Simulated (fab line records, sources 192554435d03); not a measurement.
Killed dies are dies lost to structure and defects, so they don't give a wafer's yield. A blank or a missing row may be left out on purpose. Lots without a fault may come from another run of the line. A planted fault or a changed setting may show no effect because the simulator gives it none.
Chamber matching | flow n5_finfet | N5_BEOL_M1_PRE_CLEAN_60 on cvd_co-01: 3 sister chambers
The step time 15 s. 20 wafers are shown with their chamber, then 10 later ones without.

WAFERS WITH THEIR CHAMBER
wafer  | chamber | heater_power_w (W)
L076.2 | 2       | 58
L076.4 | 0       | 99
L076.6 | 2       | 58
L078.3 | 0       | 97
L078.4 | 2       | 56
L078.5 | 1       | 97
L080.1 | 1       | 96
L080.2 | 2       | 58
L080.5 | 1       | 95
L082.1 | 0       | 95
L082.3 | 2       | 58
L082.6 | 0       | 97
L083.2 | 1       | 97
L083.3 | 0       | 97
L083.6 | 0       | 97
L085.1 | 2       | 59
L085.4 | 0       | 97
L085.5 | 1       | 99
L086.4 | 1       | 96
L086.5 | 2       | 57

SIGNATURES (means of the wafers above)
reading        | chamber 0 | chamber 1 | chamber 2 | scatter within a chamber
heater_power_w | 97.00     | 96.67     | 57.71     | 1.16
Rule: a wafer's distance from a chamber is the root of the sum, over the readings, of the square of ((its reading less the chamber's mean) divided by the reading's scatter). The wafer belongs to the nearest chamber; if the next one is less than 2 further off, it can't be placed. The scatter: the root of (the sum of the squares of (reading less its chamber's mean) over the shown wafers, divided by (wafers less chambers)).

WAFERS WITHOUT THEIR CHAMBER
wafer  | heater_power_w (W)
L086.6 | 98
L090.2 | 97
L090.3 | 56
L090.5 | 97
L091.1 | 97
L091.3 | 93
L091.6 | 96
L096.1 | 59
L096.2 | 99
L096.6 | 98

WHICH CHAMBER EACH WENT THROUGH
wafer  | from the rows above     | in truth
L086.6 | can't be placed: 0 or 1 | 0
L090.2 | can't be placed: 0 or 1 | 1
L090.3 | 2                       | 2
L090.5 | can't be placed: 0 or 1 | 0
L091.1 | can't be placed: 0 or 1 | 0
L091.3 | can't be placed: 1 or 0 | 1
L091.6 | can't be placed: 1 or 0 | 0
L096.1 | 2                       | 2
L096.2 | can't be placed: 0 or 1 | 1
L096.6 | can't be placed: 0 or 1 | 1
Placed correctly: 2 of 10. Can't be placed from these rows: 8 (the true chamber is among the candidates in 8). Placed wrongly: 0.
